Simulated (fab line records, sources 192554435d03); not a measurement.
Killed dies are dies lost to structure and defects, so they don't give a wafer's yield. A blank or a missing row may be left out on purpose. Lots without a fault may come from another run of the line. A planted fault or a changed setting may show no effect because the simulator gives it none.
Split-lot experiment | flow n5_finfet | 7 lots, 39 wafers read, on a route of 1938 steps

THE SPLIT
At N5_BEOL_M0_CUTY_DESCUM_61 (chemistry O2, time 7.9 s), the setting time_s was moved away from the recipe's 7.9 s on 18 of the 39 wafers read, by -59.6% to +55.3%. The other wafers ran this setting at the recipe's value.

The reading is taken at the split's own step.

THE READING
CAR-ArF-block_of_BEOL_M0_CUTY_COAT_51.thk_nm (the simulator's own value, which no gauge read), in nm, at N5_BEOL_M0_CUTY_DESCUM_61 (chemistry O2, time 7.9 s). The file gives no usual value for it. The 21 wafers here that ran the recipe average 143.7 nm, standard deviation 0.41 nm.

wafer  | tool, chamber at the split | time_s as run, s | against the recipe | CAR-ArF-block_of_BEOL_M0_CUTY_COAT_51.thk_nm, nm | against lot-mates on the recipe
L082.2 | rie_diel-01, 3             | 7.9              | recipe             | 143.8                                            | -
L082.3 | rie_diel-01, 0             | 7.9              | recipe             | 144                                              | -
L082.6 | rie_diel-01, 0             | 7.9              | recipe             | 144                                              | -
L086.1 | rie_diel-01, 3             | 7.9              | recipe             | 143.4                                            | -
L086.2 | rie_diel-01, 1,0           | 10.61            | +34.3%             | 141.8                                            | -1.4
L086.3 | rie_diel-01, 1,0           | 10.61            | +34.3%             | 141.8                                            | -1.4
L086.4 | rie_diel-01, 2             | 7.9              | recipe             | 143                                              | -
L086.5 | rie_diel-01, 3             | 7.9              | recipe             | 143.2                                            | -
L086.6 | rie_diel-01, 0             | 10.61            | +34.3%             | 142                                              | -1.2
L089.1 | rie_diel-01, 0             | 12.27            | +55.3%             | 141                                              | -2.0
L089.2 | rie_diel-01, 3             | 7.9              | recipe             | 143.2                                            | -
L089.3 | rie_diel-01, 2             | 12.27            | +55.3%             | 139.8                                            | -3.2
L089.4 | rie_diel-01, 1             | 12.27            | +55.3%             | 140.2                                            | -2.8
L089.5 | rie_diel-01, 3             | 7.9              | recipe             | 142.8                                            | -
L089.6 | rie_diel-01, 2             | 7.9              | recipe             | 143                                              | -
L092.1 | rie_diel-04, 1,0           | 7.9              | recipe             | 144                                              | -
L092.2 | rie_diel-04, 1,0           | 7.9              | recipe             | 144                                              | -
L092.3 | rie_diel-04, 2             | 4.26             | -46.1%             | 146                                              | +2.1
L092.4 | rie_diel-04, 3             | 7.9              | recipe             | 143.6                                            | -
L092.5 | rie_diel-04, 3,0           | 4.26             | -46.1%             | 146.2                                            | +2.3
L092.6 | rie_diel-04, 3,0           | 4.26             | -46.1%             | 146.2                                            | +2.3
L093.1 | rie_diel-04, 2,3,0         | 7.9              | recipe             | 143.8                                            | -
L093.3 | rie_diel-04, 2,3,0         | 7.9              | recipe             | 143.8                                            | -
L093.5 | rie_diel-04, 2,3,0         | 7.9              | recipe             | 143.8                                            | -
L093.2 | rie_diel-04, 1             | 11.54            | +46.1%             | 141.4                                            | -2.4
L093.4 | rie_diel-04, 0,1           | 11.54            | +46.1%             | 141.8                                            | -2.0
L093.6 | rie_diel-04, 0,1           | 11.54            | +46.1%             | 141.8                                            | -2.0
L094.1 | rie_diel-01, 3             | 7.9              | recipe             | 144.4                                            | -
L094.2 | rie_diel-01, 1             | 3.19             | -59.6%             | 146.6                                            | +2.5
L094.6 | rie_diel-01, 1             | 3.19             | -59.6%             | 146.6                                            | +2.5
L094.3 | rie_diel-01, 2,0           | 7.9              | recipe             | 144                                              | -
L094.5 | rie_diel-01, 2,0           | 7.9              | recipe             | 144                                              | -
L094.4 | rie_diel-01, 0             | 3.19             | -59.6%             | 147                                              | +2.9
L097.1 | rie_diel-01, 3             | 9.36             | +18.5%             | 143.2                                            | -0.6
L097.2 | rie_diel-01, 1             | 9.36             | +18.5%             | 143                                              | -0.8
L097.3 | rie_diel-01, 0             | 7.9              | recipe             | 143.8                                            | -
L097.4 | rie_diel-01, 1             | 7.9              | recipe             | 144                                              | -
L097.5 | rie_diel-01, 0             | 9.36             | +18.5%             | 142.8                                            | -1.0
L097.6 | rie_diel-01, 3             | 7.9              | recipe             | 143.6                                            | -
Where a row lists several chambers, the file gives one row for several wafers and doesn't say which wafer went through which chamber.

THE FIT
A straight line over all 39 wafers: CAR-ArF-block_of_BEOL_M0_CUTY_COAT_51.thk_nm changes by -0.0524 nm for each +1% of time_s; r = -0.97; the points scatter about the line by 0.4 nm.
The same after taking each lot's own level away (the mean of its wafers on the recipe; 39 wafers): -0.0458 nm for each +1%; r = -0.99; scatter 0.23 nm.
On that fit, the largest move of time_s shifts the reading by 2.7 nm.
The lots' own levels span 143.00 to 144.13 nm, that is 2.8 times the standard deviation above.
So the lot-to-lot level changes the slope: the two fits differ.
Check: with one of the wafers moved furthest among these (-59.6%) left out of the fit, the line predicts +2.78 nm for it against its lot-mates. It came out at +2.47 nm against them.

OTHER SPLITS ON THESE WAFERS
These wafers also went through other splits before the reading. Each is held against what the fit with the lots' levels taken away leaves over:
other split on the same wafers             | wafers away from the commonest value | r with CAR-ArF-block_of_BEOL_M0_CUTY_COAT_51.thk_nm (lot level and that fit taken away)
N5_ZERO_LAYER_ETCH_18 target_depth_a       | 6                                    | +0.28
N5_FIN_SAQP_HM_DEP_03 time_s               | 9                                    | -0.29
N5_DUMMY_GATE_DESCUM_20 time_s             | 12                                   | +0.03
N5_MOL_CONTACT_COAG_ETCH_91 target_depth_a | 12                                   | -0.12

THE FILE'S OWN FIT
CAR-ArF-block_of_BEOL_M0_CUTY_COAT_51.thk_nm changes by -0.0457 nm for each +1% of time_s, r = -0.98.
